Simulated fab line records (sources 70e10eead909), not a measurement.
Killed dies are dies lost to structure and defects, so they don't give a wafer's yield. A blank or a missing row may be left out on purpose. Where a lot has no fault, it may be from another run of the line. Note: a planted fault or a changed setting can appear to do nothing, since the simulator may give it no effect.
Chamber matching	flow nandHarc	NHARC_A_M0_CMP_23 on cmp-02 has 4 sister chambers
The step polishes, t overpolish 20 s, target thk 113.75 nm. 4 wafers are shown with their chamber, then 7 later ones without.

## WAFERS, EACH WITH ITS CHAMBER
wafer	chamber	motorCurrentA (A)
L320.3	1	12.3
L320.5	3	14.4
L323.1	0	12.6
L323.3	2	11.8

## WAFERS WITH NO CHAMBER GIVEN
wafer	motorCurrentA (A)
L323.5	14.7
L325.2	14.0
L325.5	14.9
L325.6	11.5
L326.2	12.8
L326.4	11.6
L326.5	12.0

## WHICH CHAMBER EACH ONE RAN IN
wafer	from the rows above	in truth
L323.5	3	3
L325.2	3	3
L325.5	3	3
L325.6	can't be placed: 2 or 1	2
L326.2	can't be placed: 0 or 1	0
L326.4	can't be placed: 2 or 1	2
L326.5	can't be placed: 2 or 1 or 0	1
Placed correctly: 3 of 7. Cannot be placed on the basis of these rows: 4; the candidates contain the true chamber in 4. 0 placed wrongly.
How it was worked out, from the rows above alone: a wafer's distance from a chamber is the root of the sum, over the readings, of the square of ((its reading less the chamber's mean) divided by the reading's scatter). If the next closest chamber is less than 2 further off than the closest, the wafer can't be placed; otherwise it belongs to the closest. Each chamber's mean is taken over the wafers shown for it. The scatter: with one shown wafer a chamber, the root of the mean of the squares of how far each hidden wafer lies from its nearest shown one.
